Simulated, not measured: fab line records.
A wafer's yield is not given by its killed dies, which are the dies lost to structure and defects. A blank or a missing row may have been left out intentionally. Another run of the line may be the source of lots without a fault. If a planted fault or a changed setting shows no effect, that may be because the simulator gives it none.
Chamber matching | flow n5-finfet | N5_BEOL_M5_DESCUM_33 on rie-diel-03: 4 sister chambers
The step chemistry O2, time 7 s. 4 wafers are shown with their chamber, then 8 later ones without.

WAFERS WITH THEIR CHAMBER
wafer  | chamber | drypump-motor-current-A (A)
L084.2 | 0       | 4.9
L086.4 | 1       | 6.0
L086.6 | 2       | 5.8
L093.1 | 3       | 6.6

WAFERS MISSING THEIR CHAMBER
wafer  | drypump-motor-current-A (A)
L093.5 | 5.8
L093.6 | 6.6
L094.2 | 6.1
L094.3 | 5.8
L094.6 | 4.9
L096.1 | 4.9
L096.3 | 6.0
L096.5 | 6.6

THE CHAMBER EACH PASSED THROUGH
wafer  | from the rows above | in truth
L093.5 | 2                   | 2
L093.6 | 3                   | 3
L094.2 | 1                   | 1
L094.3 | 2                   | 2
L094.6 | 0                   | 0
L096.1 | 0                   | 0
L096.3 | 1                   | 1
L096.5 | 3                   | 3
Correctly placed: 8 of 8. Can't be placed from these rows: 0. Number placed wrongly: 0.
How it was worked out, from the rows above alone: a wafer's distance from a chamber is the root of the sum, over the readings, of the square of ((its reading less the chamber's mean) divided by the reading's scatter). The wafer belongs to the nearest chamber; if the next one is less than 2 further off, it can't be placed. Each chamber's mean is taken over the wafers shown for it. The scatter: root of mean squared gap, hidden wafer to nearest shown wafer, with one shown wafer a chamber.
